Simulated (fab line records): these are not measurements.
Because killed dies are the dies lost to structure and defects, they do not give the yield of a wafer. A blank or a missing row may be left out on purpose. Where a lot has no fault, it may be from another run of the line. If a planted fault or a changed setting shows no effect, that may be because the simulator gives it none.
Struck lot and sound lot, side by side + flow n5-finfet + 15 steps out of a route of 1938
Sound: the wafers L333.1, L333.2, L333.6. Struck: wafer L344.1. (L344.4 of the same lot was not struck and is left out.) The cause comes at the end.
Order at every step that has rows: each side's tool, ch and its chambers, its first start. Under that, the readings that differ: sound wafers + struck wafers + difference of the means + sigmas: that difference in standard deviations of wafers without a fault.
alike: words and numbers the same on both sides, and readings whose means are apart by under 2 such deviations; not compared: readings that were withheld, readings missing a value for some wafer, numbers with overlapping values and no deviation given by the record, and bounds like >300 which may hide the same value.
A row with sigmas, a row that says differs or no value, or rows on one side alone: a step with any of these is where the two part. Numbers that have no deviation but don't overlap get no sigmas and don't part them. Lack of a reading on every wafer of one side parts them only where that side has two or more wafers.

first, 6 steps without rows for these wafers: N5_BEOL_M9_COAT_22 (resist thk 30 nm); N5_BEOL_M9_EBR_24; N5_BEOL_M9_SOFTBAKE_23 (time 60 s); N5_BEOL_M9_EXPOSE_25 (exposes mask V8); N5_BEOL_M9_PEB_26 (peb time 60 s); N5_BEOL_M9_DEVELOP_27 (develop time 30 s).
N5_BEOL_M9_CD_MEAS_28: the cd target is 70 nm.
  sound on cd-sem-02 ch 0, day 13 21:01; struck on cd-sem-01 ch 0, day 16 00:08
  alike: cd-nm
N5_BEOL_M9_OVL_MEAS_29:
  sound on overlay-02 ch 0, day 13 21:03; struck on overlay-02 ch 0, day 16 00:10
  alike: V8_OVL
N5_BEOL_M9_INSPECT_30: inspects for defects (brightfield).
  struck on defect-inspect-01, day 16 00:14; sound on defect-inspect-01, day 13 21:07
  alike: raw-defect-count
N5_BEOL_M9_DESCUM_33: chemistry O2, time 7 s.
  sound on rie-diel-02 ch 1,2,3, day 13 21:09; struck on rie-diel-04 ch 2, day 16 00:16
  alike: chamber-pressure-mTorr, drypump-motor-current-A, oes-product-au, rf-vpp-V, showerhead-plenum-p-Torr, throttle-valve-pct
  not compared: rf-hours-counter-h
N5_BEOL_M9_ETCH_76: etches underlayer in N2/H2, target depth 6.5 nm, time 5.2 s.
  sound on rie-diel-02 ch 1,2,3, day 13 21:11; struck on rie-diel-04 ch 2, day 16 00:18
  alike: bias-w, chamber-pressure-mTorr, drypump-motor-current-A, etch-rf-on-time-s, oes-product-au, rf-vpp-V, showerhead-plenum-p-Torr, throttle-valve-pct
  not compared: rf-hours-counter-h
N5_BEOL_M9_ETCH_65: etches SiARC in CF4, target depth 15.6 nm, time 26 s.
  sound on rie-diel-02 ch 1,2,3, day 13 21:12; struck on rie-diel-04 ch 2, day 16 00:19
  alike: bias-w, chamber-pressure-mTorr, drypump-motor-current-A, etch-rf-on-time-s, mfc-ar-sccm, oes-product-au, rf-vpp-V, showerhead-plenum-p-Torr, throttle-valve-pct
  not compared: rf-hours-counter-h
N5_BEOL_M9_ETCH_66: etches SOC in N2/H2, target depth 80 nm, overetch 16 nm, time 120 s.
  sound on rie-diel-02 ch 1,2,3, day 13 21:14; struck on rie-diel-04 ch 2, day 16 00:20
| reading          | sound             | struck | difference | sigmas |
|------------------|-------------------|--------|------------|--------|
| run-length-s (s) | 143.8 142.9 143.9 | 149.6  | +6.1       | +13    |
  alike: bias-w, chamber-pressure-mTorr, drypump-motor-current-A, oes-product-au, rf-vpp-V, showerhead-plenum-p-Torr, throttle-valve-pct
  not compared: rf-hours-counter-h, model.SiARC_of_BEOL_M9_COAT_64.thk-nm
then, 2 steps without rows for these wafers: N5_BEOL_M9_STRIP_69 (strips in N2/H2); N5_PASSIVATION_PROBE_49.

## WHERE THEY PART
Within this record, at N5_BEOL_M9_ETCH_66 only.

WHY: whatever the simulator had introduced
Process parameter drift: rie-diel-04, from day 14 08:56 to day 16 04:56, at N5_BEOL_M9_ETCH_66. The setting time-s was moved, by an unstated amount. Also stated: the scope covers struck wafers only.
